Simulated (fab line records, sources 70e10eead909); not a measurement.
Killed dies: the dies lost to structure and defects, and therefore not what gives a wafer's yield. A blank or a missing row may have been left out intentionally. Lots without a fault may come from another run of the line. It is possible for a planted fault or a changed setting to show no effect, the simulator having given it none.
Which tool is to blame? -- flow nand-harc -- Sampling: 12 lots, 34 wafers, 5 of 1302 route steps

## WHAT THE GAUGES READ, wafer by wafer
NHARC_END_SORT_01. Usual: killed-at-array 56, standard deviation 17; killed-at-other 1.2, standard deviation 1.4; killed-at-periphery 4, standard deviation 3.2; killed-dies 61, standard deviation 16; killed-open 3.6, standard deviation 2.1; killed-short 2.7, standard deviation 1.8.
lot,measured,on,killed-at-array,killed-at-other,killed-at-periphery,killed-dies,killed-open,killed-short,flag
L810,day 31 02:25,prober-02,69 66 674,5 3 1,1 4 2,75 73 677,0 2 4,0 2 2,OFF
L812,day 31 20:02,prober-01,674 74,0 0,3 14,677 88,2 0,1 4,OFF
L814,day 32 20:02,prober-01,87 673,2 3,1 1,90 677,2 2,1 2,OFF

## EACH LOT AND THE TOOL THAT RAN IT (in order: tool; ch and the chambers of the sampled wafers; start)
lot,NHARC_A_SLIT_ETCH_29,NHARC_A_WL_FILL_ETCHBACK_04,NHARC_A_WL_FILL_ETCHBACK_05,NHARC_A_WL_FILL_STRIP_29
L794,"rie-diel-05 ch 0,1,3, day 19 19:40","rie-metal-01 ch 0,1, day 20 04:16","rie-metal-01 ch 0,1, day 20 04:26","rie-diel-06 ch 0,1,3, day 20 14:40"
L796,"rie-diel-10 ch 1,2, day 20 15:07","rie-metal-03 ch 0,1, day 20 23:41","rie-metal-03 ch 0,1, day 20 23:56","rie-diel-04 ch 0,1,3, day 21 11:52"
L800,"rie-diel-10 ch 0,2,3, day 21 22:00","rie-metal-03 ch 0,1, day 22 06:33","rie-metal-03 ch 0,1, day 22 06:47","rie-diel-04 ch 1,2,3, day 22 17:08"
L807,"rie-diel-10 ch 1,2,3, day 24 21:07","rie-metal-02 ch 0,1, day 25 05:40","rie-metal-02 ch 0,1, day 25 05:53","rie-diel-04 ch 1,2, day 25 19:52"
L805,"rie-diel-09 ch 0,1,2, day 24 22:43","rie-metal-03 ch 0,1, day 25 07:16","rie-metal-03 ch 1, day 25 07:31","rie-diel-06 ch 2,3, day 25 19:51"
L808,"rie-diel-10 ch 0,1, day 25 18:40","rie-metal-01 ch 0,1, day 26 03:14","rie-metal-01 ch 0,1, day 26 03:27","rie-diel-06 ch 0,2,3, day 26 15:03"
L809,"rie-diel-09 ch 1,2,3, day 25 18:49","rie-metal-02 ch 0,1, day 26 03:13","rie-metal-02 ch 1, day 26 03:28","rie-diel-04 ch 0,1,3, day 26 13:42"
L810,"rie-diel-09 ch 0,1,2, day 26 19:20","rie-metal-02 ch 0,1, day 27 03:49","rie-metal-02 ch 0,1, day 27 04:03","rie-diel-13 ch 0,3, day 27 14:20"
L811,"rie-diel-05 ch 0,1,2, day 27 08:42","rie-metal-01 ch 0,1, day 27 17:19","rie-metal-01 ch 0, day 27 17:34","rie-diel-04 ch 0,1, day 28 03:34"
L812,"rie-diel-09 ch 1, day 27 09:53","rie-metal-02 ch 0,1, day 27 17:21","rie-metal-02 ch 0,1, day 27 17:34","rie-diel-13 ch 2,3, day 28 03:32"
L814,"rie-diel-05 ch 0,2, day 28 06:33","rie-metal-02 ch 0,1, day 28 15:11","rie-metal-02 ch 0,1, day 28 15:24","rie-diel-06 ch 0,2, day 29 01:43"
L817,"rie-diel-10 ch 0,1,3, day 30 15:08","rie-metal-01 ch 0,1, day 31 00:07","rie-metal-01 ch 1, day 31 00:20","rie-diel-06 ch 0,2, day 31 08:13"
- NHARC_A_SLIT_ETCH_29: etches the open film in CF4/O2, target depth 100 nm, overetch 10 nm, time 55 s.
- NHARC_A_WL_FILL_ETCHBACK_04: etches the open film in NF3, target depth 60 nm, time 120 s.
- NHARC_A_WL_FILL_ETCHBACK_05: etches the open film in Cl2/BCl3, target depth 22 nm, time 60 s.
- NHARC_A_WL_FILL_STRIP_29: strips in O2, time 20 s.

## WHAT THE TOOLS THEMSELVES READ (means of the sampled wafers that have a number; where no wafer has one, the mark that the record gives instead)
NHARC_A_SLIT_ETCH_29. Usual: drypump-motor-current-A 5.5 A, standard deviation 0.55; oes-product-au 1.003 a.u., standard deviation 0.013; rf-fwd-power-W 296.7 W, standard deviation 1.5; rf-vpp-V 197.7 V, standard deviation 1.2; showerhead-plenum-p-Torr 1.33 Torr, standard deviation 0.041; throttle-valve-pct 13.398 %, standard deviation 0.0091.
lot,tool,drypump-motor-current-A (A),oes-product-au (a.u.),rf-fwd-power-W (W),rf-vpp-V (V),showerhead-plenum-p-Torr (Torr),throttle-valve-pct (%),flag
L794,rie-diel-05,6.2,1.001,296.1,197.2,1.32,13.392,
L796,rie-diel-10,5.0,1.012,297.4,198.5,1.36,13.388,
L800,rie-diel-10,5.2,1.010,296.4,198.2,1.33,13.396,
L807,rie-diel-10,5.0,0.998,297.1,199.0,1.35,13.397,
L805,rie-diel-09,5.4,1.010,296.0,197.3,1.32,13.400,
L808,rie-diel-10,5.2,0.996,296.9,196.6,1.27,13.401,
L809,rie-diel-09,5.2,1.007,297.8,197.3,1.31,13.405,
L810,rie-diel-09,5.4,1.008,297.7,197.6,1.32,13.398,
L811,rie-diel-05,6.0,1.000,296.9,197.2,1.35,13.398,
L812,rie-diel-09,4.7,0.999,298.0,198.5,1.36,13.400,
L814,rie-diel-05,6.2,1.001,296.4,197.4,1.34,13.399,
L817,rie-diel-10,5.1,1.017,297.1,196.7,1.30,13.401,

NHARC_A_WL_FILL_ETCHBACK_04. Usual: drypump-motor-current-A 5.7 A, standard deviation 0.57; oes-product-au 1.000 a.u., standard deviation 0.011; run-length-s 141.3 s, standard deviation 0.5.
lot,tool,drypump-motor-current-A (A),oes-product-au (a.u.),run-length-s (s),flag
L794,rie-metal-01,5.3,0.992,141.5,
L796,rie-metal-03,6.4,1.007,141.8,
L800,rie-metal-03,6.4,1.003,141.8,
L807,rie-metal-02,5.6,1.002,140.7,
L805,rie-metal-03,6.4,1.013,141.7,
L808,rie-metal-01,5.7,1.003,141.6,
L809,rie-metal-02,5.6,1.014,140.8,
L810,rie-metal-02,5.5,1.009,119.9,OFF
L811,rie-metal-01,5.7,0.997,141.6,
L812,rie-metal-02,5.5,0.990,109.4,OFF
L814,rie-metal-02,5.5,0.994,109.5,OFF
L817,rie-metal-01,5.3,0.996,141.4,

NHARC_A_WL_FILL_ETCHBACK_05. Usual: drypump-motor-current-A 5.8 A, standard deviation 0.57; oes-product-au 1.000 a.u., standard deviation 0.012; run-length-s 81.3 s, standard deviation 0.54.
lot,tool,drypump-motor-current-A (A),oes-product-au (a.u.),run-length-s (s),flag
L794,rie-metal-01,5.7,0.987,81.7,
L796,rie-metal-03,6.4,1.004,81.7,
L800,rie-metal-03,6.3,1.009,82.1,
L807,rie-metal-02,5.6,1.005,80.7,
L805,rie-metal-03,6.3,0.995,81.9,
L808,rie-metal-01,5.3,1.005,81.6,
L809,rie-metal-02,5.5,1.002,80.5,
L810,rie-metal-02,5.6,1.008,80.5,
L811,rie-metal-01,6.2,1.001,81.6,
L812,rie-metal-02,5.6,0.984,80.8,
L814,rie-metal-02,5.6,0.984,80.7,
L817,rie-metal-01,4.8,1.000,81.3,

NHARC_A_WL_FILL_STRIP_29. Usual: drypump-motor-current-A 5.34 A, standard deviation 0.29; oes-product-au 0.996 a.u., standard deviation 0.012; rf-vpp-V 57.9 V, standard deviation 0.93; showerhead-plenum-p-Torr 3.54 Torr, standard deviation 0.15; throttle-valve-pct 17.036 %, standard deviation 0.01.
lot,tool,drypump-motor-current-A (A),oes-product-au (a.u.),rf-vpp-V (V),showerhead-plenum-p-Torr (Torr),throttle-valve-pct (%),flag
L794,rie-diel-06,5.26,0.992,58.5,3.63,17.038,
L796,rie-diel-04,5.26,0.998,57.7,3.61,17.034,
L800,rie-diel-04,5.48,0.998,58.1,3.63,17.046,
L807,rie-diel-04,5.40,0.993,59.3,3.70,17.034,
L805,rie-diel-06,5.47,0.991,57.4,3.60,17.035,
L808,rie-diel-06,5.38,0.997,58.0,3.55,17.031,
L809,rie-diel-04,5.26,1.007,57.7,3.61,17.035,
L810,rie-diel-13,5.17,1.000,56.8,3.32,17.052,
L811,rie-diel-04,5.02,0.996,57.9,3.62,17.025,
L812,rie-diel-13,5.42,1.006,56.2,3.53,17.035,
L814,rie-diel-06,5.33,0.992,57.5,3.48,17.032,
L817,rie-diel-06,5.34,0.991,58.8,3.46,17.031,

## THE ANSWER, worked out from the rows above alone
Rule: lot off if the mean of its wafers having a number is beyond 3 standard deviations from the usual mean. A lot without any number at a reading at which 4 lots or more have one is off too. Where the step has rows for the other lots, those lots are counted as sound. The gauges are gone through in route order, then the tools' own readings, and for those a lot's mean is taken as printed above. The first step at which some lot is off is used, and at that step the reading that is off furthest; a lot without a number counts as furthest.
Off at NHARC_END_SORT_01 (killed-dies): L810, L812, L814. Neither off nor sound, because the step has no rows for them: L794, L796, L800, L807, L805, L808, L809, L811, L817.
If a tool, at a process step before that reading, ran all the lots that are off and no sound lot after the first of them, it fits. The gauges at NHARC_END_SORT_01 aren't tried: what is off there is off at NHARC_A_WL_FILL_ETCHBACK_04 too, on other tools, and a gauge's error can't cause that. One fits: NHARC_A_WL_FILL_ETCHBACK_04 and NHARC_A_WL_FILL_ETCHBACK_05 on rie-metal-02. It ran no sound lot before its first lot that is off in this sample, so the start can't be narrowed down.

## WHAT THE SIMULATOR PUT IN
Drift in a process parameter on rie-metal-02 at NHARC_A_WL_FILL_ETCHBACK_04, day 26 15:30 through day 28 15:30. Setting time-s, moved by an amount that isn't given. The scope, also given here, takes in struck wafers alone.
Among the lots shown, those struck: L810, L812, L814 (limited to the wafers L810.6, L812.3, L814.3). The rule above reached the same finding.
